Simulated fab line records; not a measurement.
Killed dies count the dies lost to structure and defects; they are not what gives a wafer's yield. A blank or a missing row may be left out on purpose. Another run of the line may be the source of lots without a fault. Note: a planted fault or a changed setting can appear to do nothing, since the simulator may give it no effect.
Matching of chambers ; flow n5Finfet ; N5_BEOL_M3_ETCH_64 on rieDiel-06: 4 sister chambers
The step etches SOC in N2/H2, target depth 75 nm, overetch 15 nm, time 112.5 s. 4 wafers are shown with their chamber, then 6 later ones without.

WAFERS WITH THEIR CHAMBER
wafer;chamber;showerheadPlenumPTorr (Torr)
L592.4;3;2.42
L598.1;2;2.63
L598.3;0;2.49
L598.4;1;2.35

WAFERS WITHOUT THEIR CHAMBER
wafer;showerheadPlenumPTorr (Torr)
L597.2;2.41
L597.4;2.49
L597.6;2.41
L603.1;2.34
L603.2;2.49
L603.6;2.49

WHICH CHAMBER EACH ONE RAN IN
wafer;from the rows above;in truth
L597.2;3;3
L597.4;0;0
L597.6;3;3
L603.1;1;1
L603.2;0;0
L603.6;0;0
Placed correctly: 6 of 6. Not placeable from these rows: 0. Wrongly placed: 0.
How it was worked out, from the rows above alone: a wafer's distance from a chamber is the root of the sum, over the readings, of the square of ((its reading less the chamber's mean) divided by the reading's scatter). The wafer belongs to the nearest chamber; if the next one is less than 2 further off, it can't be placed. A chamber's mean is the mean of its shown wafers. The scatter (one wafer shown for each chamber): square how far every hidden wafer sits from the nearest shown wafer, average those squares and take the square root.
